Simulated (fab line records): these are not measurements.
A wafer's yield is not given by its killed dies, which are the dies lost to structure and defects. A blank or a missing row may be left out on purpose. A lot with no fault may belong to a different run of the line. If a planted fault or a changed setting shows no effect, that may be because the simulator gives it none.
What tool caused it? + flow nand-harc + 12 lots with 36 wafers sampled at 4 steps, on a route of 1302 steps

== WHAT THE GAUGES READ, wafer by wafer ==
NHARC_A_ONON_D2_THK_MEAS_34: measures by ellipsometry. Usual: thk-nm reads 200.6 nm (standard deviation 2.8).
| lot  | measured     | on            | thk-nm (nm)       | flag |
|------|--------------|---------------|-------------------|------|
| L809 | day 13 20:13 | film-metro-02 | 198.1 200.1 202.0 |      |
| L810 | day 13 20:14 | film-metro-01 | 201.2 201.7 204.9 |      |
| L812 | day 14 21:52 | film-metro-01 | 199.1 205.2 203.5 |      |
| L813 | day 15 16:19 | film-metro-01 | 204.0 204.8 202.5 |      |
| L814 | day 15 16:19 | film-metro-02 | 199.1 202.2 205.0 |      |
| L817 | day 17 03:58 | film-metro-01 | 200.6 201.3 203.6 |      |
| L819 | day 17 15:14 | film-metro-01 | 200.7 197.4 204.5 |      |
| L818 | day 17 15:11 | film-metro-02 | 199.9 194.8 203.4 |      |
| L820 | day 18 08:12 | film-metro-01 | 196.3 197.4 197.1 |      |
| L825 | day 20 10:08 | film-metro-02 | 168.5 196.5 202.8 | OFF  |
| L827 | day 21 13:01 | film-metro-01 | 199.5 172.1 202.3 | OFF  |
| L829 | day 22 12:09 | film-metro-01 | 194.0 193.6 203.1 |      |

== WHICH TOOL RAN EACH LOT (tool, then ch and the chambers of the sampled wafers, then the start) ==
| lot  | NHARC_A_CHANNEL_FILL_D1_STRIP_29              | NHARC_A_CHANNEL_FILL_D1_CMP_10 | NHARC_A_ONON_D2_DEP_33          |
|------|-----------------------------------------------|--------------------------------|---------------------------------|
| L809 | rie-diel-11 ch 0,3, day 11 17:58 or earlier   | cmp-02 ch 0,2, day 11 17:58    | pecvd-04 ch 1,2, day 13 19:50   |
| L810 | rie-diel-05 ch 0,3, day 11 21:36 or earlier   | cmp-02 ch 1,2, day 11 21:36    | pecvd-03 ch 0,1,2, day 13 19:57 |
| L812 | rie-diel-11 ch 0,1,3, day 12 15:38 or earlier | cmp-01 ch 1,2, day 12 15:38    | pecvd-03 ch 0,1, day 14 21:33   |
| L813 | rie-diel-11 ch 0,1,3, day 13 15:02 or earlier | cmp-03 ch 2,3, day 13 15:02    | pecvd-04 ch 0,1,2, day 15 16:02 |
| L814 | rie-diel-01 ch 1,2, day 13 15:02 or earlier   | cmp-01 ch 0,1, day 13 15:02    | pecvd-03 ch 1,2, day 15 15:55   |
| L817 | rie-diel-01 ch 1,2,3, day 15 05:26 or earlier | cmp-01 ch 2,3, day 15 05:26    | pecvd-01 ch 0,1,2, day 17 03:33 |
| L819 | rie-diel-01 ch 2,3, day 15 15:43 or earlier   | cmp-03 ch 1,2, day 15 15:43    | pecvd-01 ch 0,1, day 17 14:49   |
| L818 | rie-diel-11 ch 0,1,3, day 15 15:43 or earlier | cmp-02 ch 0,2,3, day 15 15:43  | pecvd-04 ch 0,1,2, day 17 14:46 |
| L820 | rie-diel-11 ch 2,3, day 16 02:37 or earlier   | cmp-02 ch 0,1,2, day 16 02:37  | pecvd-01 ch 0,1,2, day 18 07:47 |
| L825 | rie-diel-11 ch 0,1,3, day 18 05:49 or earlier | cmp-02 ch 0,2,3, day 18 05:49  | pecvd-03 ch 0,1,2, day 20 09:43 |
| L827 | rie-diel-05 ch 0,3, day 19 10:56 or earlier   | cmp-01 ch 0,1,3, day 19 10:56  | pecvd-03 ch 0,1,2, day 21 12:36 |
| L829 | rie-diel-05 ch 0,2, day 20 10:23 or earlier   | cmp-01 ch 0,2, day 20 10:23    | pecvd-01 ch 0,1,2, day 22 11:44 |
- NHARC_A_CHANNEL_FILL_D1_STRIP_29: strips in O2, time 20 s.
- NHARC_A_CHANNEL_FILL_D1_CMP_10: polishes, target thk 150 nm.
- NHARC_A_ONON_D2_DEP_33: deposits SiO2, target thk 200 nm.

== AS READ BY THE TOOLS THEMSELVES (means over the sampled wafers that have a number; for cases with no such wafer, the mark the record gives instead) ==
NHARC_A_CHANNEL_FILL_D1_STRIP_29. Usual: drypump-motor-current-A 5.6 A, standard deviation 0.57; o2-flow-sccm 499.9 sccm, standard deviation 1.5; oes-product-au 1.007 a.u., standard deviation 0.011; rf-vpp-V 57.7 V, standard deviation 0.86; showerhead-plenum-p-Torr 3.54 Torr, standard deviation 0.16; throttle-valve-pct 17.036 %, standard deviation 0.0091.
| lot  | tool        | drypump-motor-current-A (A) | o2-flow-sccm (sccm) | oes-product-au (a.u.) | rf-vpp-V (V) | showerhead-plenum-p-Torr (Torr) | throttle-valve-pct (%) | flag |
|------|-------------|-----------------------------|---------------------|-----------------------|--------------|---------------------------------|------------------------|------|
| L809 | rie-diel-11 | 5.7                         | 499.6               | 1.005                 | 58.0         | 3.41                            | 17.048                 |      |
| L810 | rie-diel-05 | 6.2                         | 500.3               | 1.009                 | 57.9         | 3.61                            | 17.035                 |      |
| L812 | rie-diel-11 | 5.4                         | 502.1               | 1.011                 | 57.9         | 3.56                            | 17.044                 |      |
| L813 | rie-diel-11 | 5.4                         | 500.2               | 1.015                 | 57.9         | 3.56                            | 17.035                 |      |
| L814 | rie-diel-01 | 5.7                         | 499.9               | 1.005                 | 57.2         | 3.57                            | 17.030                 |      |
| L817 | rie-diel-01 | 5.7                         | 499.9               | 0.999                 | 57.8         | 3.55                            | 17.037                 |      |
| L819 | rie-diel-01 | 5.7                         | 499.8               | 1.002                 | 57.9         | 3.54                            | 17.034                 |      |
| L818 | rie-diel-11 | 5.4                         | 499.6               | 1.020                 | 58.6         | 3.56                            | 17.036                 |      |
| L820 | rie-diel-11 | 5.7                         | 500.1               | 1.011                 | 57.6         | 3.43                            | 17.040                 |      |
| L825 | rie-diel-11 | 5.4                         | 499.5               | 1.018                 | 57.2         | 3.56                            | 17.031                 |      |
| L827 | rie-diel-05 | 6.2                         | 499.0               | 1.004                 | 57.6         | 3.60                            | 17.029                 |      |
| L829 | rie-diel-05 | 5.7                         | 499.2               | 1.005                 | 57.2         | 3.46                            | 17.028                 |      |

NHARC_A_CHANNEL_FILL_D1_CMP_10. Usual: edge-zone-pressure-frac 1.001, standard deviation 0.005; motor-current-A 11.8 A, standard deviation 1.3; time-to-endpoint-s 15.3 s, standard deviation 2.1.
| lot  | tool   | edge-zone-pressure-frac | motor-current-A (A) | time-to-endpoint-s (s) | flag |
|------|--------|-------------------------|---------------------|------------------------|------|
| L809 | cmp-02 | 0.996                   | 10.8                | 14.6                   |      |
| L810 | cmp-02 | 1.006                   | 11.2                | 17.2                   |      |
| L812 | cmp-01 | 1.000                   | 12.9                | 16.6                   |      |
| L813 | cmp-03 | 1.003                   | 11.5                | 14.9                   |      |
| L814 | cmp-01 | 1.005                   | 13.6                | 14.3                   |      |
| L817 | cmp-01 | 1.002                   | 11.6                | 17.4                   |      |
| L819 | cmp-03 | 1.000                   | 11.3                | 15.3                   |      |
| L818 | cmp-02 | 0.996                   | 11.1                | 13.7                   |      |
| L820 | cmp-02 | 1.005                   | 11.2                | 17.9                   |      |
| L825 | cmp-02 | 0.999                   | 11.4                | 16.6                   |      |
| L827 | cmp-01 | 0.996                   | 12.7                | 14.8                   |      |
| L829 | cmp-01 | 0.998                   | 13.3                | 16.3                   |      |

NHARC_A_ONON_D2_DEP_33. Usual: heater-power-w 546 W, standard deviation 98; mfc-precursor-sccm 161.4 sccm, standard deviation 0.47; throttle-valve-pct 15.8 %, standard deviation 0.53.
| lot  | tool     | heater-power-w (W) | mfc-precursor-sccm (sccm) | throttle-valve-pct (%) | flag |
|------|----------|--------------------|---------------------------|------------------------|------|
| L809 | pecvd-04 | 482                | 161.4                     | 15.2                   |      |
| L810 | pecvd-03 | 528                | 161.5                     | 15.7                   |      |
| L812 | pecvd-03 | 456                | 161.4                     | 16.0                   |      |
| L813 | pecvd-04 | 500                | 162.1                     | 15.4                   |      |
| L814 | pecvd-03 | 616                | 161.5                     | 15.9                   |      |
| L817 | pecvd-01 | 555                | 161.5                     | 16.3                   |      |
| L819 | pecvd-01 | 583                | 161.1                     | 15.9                   |      |
| L818 | pecvd-04 | 466                | 161.0                     | 15.8                   |      |
| L820 | pecvd-01 | 578                | 161.4                     | 16.1                   |      |
| L825 | pecvd-03 | 524                | 153.4                     | 15.7                   | OFF  |
| L827 | pecvd-03 | 587                | 153.7                     | 15.6                   | OFF  |
| L829 | pecvd-01 | 578                | 161.3                     | 15.9                   |      |

== THE ANSWER, worked out from the rows above alone ==
Rule: a lot is off if the mean of its wafers that have a number lies more than 3 standard deviations from the usual mean. A lot without any number at a reading at which 4 lots or more have one is off too. Where the step has rows for the other lots, those lots are counted as sound. The gauges are gone through in route order, then the tools' own readings, and for those a lot's mean is taken as printed above. The first step at which some lot is off is used, and at that step the reading that is off furthest; a lot without a number counts as furthest.
Off, at NHARC_A_ONON_D2_THK_MEAS_34 on thk-nm: L825, L827.
A tool fits if, at a process step before that reading, it ran every lot that is off, and no sound lot after the first of them. Not tried: the gauges at NHARC_A_ONON_D2_THK_MEAS_34; whatever is off there is also off at NHARC_A_ONON_D2_DEP_33, on other tools, and gauge error can't account for it. NHARC_A_CHANNEL_FILL_D1_STRIP_29 gives no start for some lots, so the hours and the order of its lots are those of NHARC_A_CHANNEL_FILL_D1_CMP_10. One fits: NHARC_A_ONON_D2_DEP_33 on pecvd-03. Its last sound lot is L814 (day 15 15:55), its first lot that is off L825 (day 20 09:43): a fault that began between those two fits.
The tool's own readings at NHARC_A_ONON_D2_DEP_33 bear it out: on the lots that are off they differ by more than 5 times the standard deviation of the sound lots' means. mfc-precursor-sccm reads 153.6 sccm there against 161.4 sccm on the sound lots.

== WHAT THE SIMULATOR HAD PUT IN ==
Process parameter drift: pecvd-03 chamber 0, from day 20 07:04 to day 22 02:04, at NHARC_A_ONON_D2_DEP_33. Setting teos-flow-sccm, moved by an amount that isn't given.
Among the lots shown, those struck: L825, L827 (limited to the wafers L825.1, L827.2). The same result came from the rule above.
